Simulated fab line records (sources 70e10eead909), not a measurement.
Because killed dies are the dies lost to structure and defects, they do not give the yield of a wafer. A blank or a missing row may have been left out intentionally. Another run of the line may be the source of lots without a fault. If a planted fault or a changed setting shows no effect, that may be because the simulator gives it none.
Matching of chambers + flow nand-harc + 4 sister chambers for NHARC_A_CHANNEL_FILL_D2_CMP_10 on cmp-01
The step polishes, target thk 150 nm. 18 wafers are shown with their chamber, then 9 later ones without.

WAFERS WITH THEIR CHAMBER
| wafer  | chamber | motor-current-A (A) | time-to-endpoint-s (s) |
|--------|---------|---------------------|------------------------|
| L074.1 | 1       | 12.0                | 8.3                    |
| L074.2 | 0       | 13.2                | 12.0                   |
| L074.3 | 2       | 13.0                | 11.1                   |
| L077.2 | 0       | 12.3                | 13.8                   |
| L077.4 | 1       | 12.7                | 15.1                   |
| L077.6 | 2       | 13.2                | 14.1                   |
| L078.1 | 1       | 11.8                | 16.9                   |
| L078.2 | 0       | 12.2                | 15.5                   |
| L078.3 | 3       | 10.4                | 16.7                   |
| L085.1 | 1       | 12.2                | 16.4                   |
| L085.4 | 2       | 12.9                | 15.5                   |
| L085.5 | 2       | 13.6                | 13.4                   |
| L084.2 | 1       | 11.3                | 15.3                   |
| L084.3 | 3       | 10.3                | 15.6                   |
| L084.6 | 2       | 13.8                | 14.5                   |
| L086.1 | 0       | 12.2                | 16.1                   |
| L086.2 | 3       | 10.7                | 14.8                   |
| L086.5 | 0       | 12.7                | 16.2                   |

SIGNATURES (means of the wafers above)
| reading            | chamber 0 | chamber 1 | chamber 2 | chamber 3 | scatter within a chamber |
|--------------------|-----------|-----------|-----------|-----------|--------------------------|
| motor-current-A    | 12.520    | 12.000    | 13.300    | 10.467    | 0.422                    |
| time-to-endpoint-s | 14.720    | 14.400    | 13.720    | 15.700    | 2.31                     |
Rule: distance of a wafer from a chamber = root of the sum over the readings of ((wafer's reading minus chamber's mean) / reading's scatter) squared. The wafer belongs to the nearest chamber; if the next one is less than 2 further off, it can't be placed. How the scatter is found: for the shown wafers, subtract from each reading the mean of its chamber, square and add these, divide the total by (wafers less chambers), then take the root.

WAFERS WITHOUT THEIR CHAMBER
| wafer  | motor-current-A (A) | time-to-endpoint-s (s) |
|--------|---------------------|------------------------|
| L091.2 | 12.5                | 15.2                   |
| L091.3 | 12.0                | 15.3                   |
| L091.4 | 11.2                | 13.3                   |
| L092.2 | 12.7                | 18.6                   |
| L092.3 | 11.9                | 17.8                   |
| L092.4 | 11.0                | 18.5                   |
| L094.1 | 12.1                | 16.6                   |
| L094.3 | 10.8                | 12.7                   |
| L094.6 | 10.5                | 16.0                   |

WHICH CHAMBER EACH ONE RAN IN
| wafer  | from the rows above          | in truth |
|--------|------------------------------|----------|
| L091.2 | can't be placed: 0 or 1 or 2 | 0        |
| L091.3 | can't be placed: 1 or 0      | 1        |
| L091.4 | can't be placed: 1 or 3 or 0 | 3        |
| L092.2 | can't be placed: 0 or 1 or 2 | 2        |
| L092.3 | can't be placed: 1 or 0      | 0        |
| L092.4 | can't be placed: 3 or 1      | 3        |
| L094.1 | can't be placed: 1 or 0      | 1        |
| L094.3 | can't be placed: 3 or 1      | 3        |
| L094.6 | 3                            | 3        |
Correctly placed: 1 of 9. Not placeable from these rows: 8 (in 8, the candidates include the true chamber). Placed wrongly: 0.
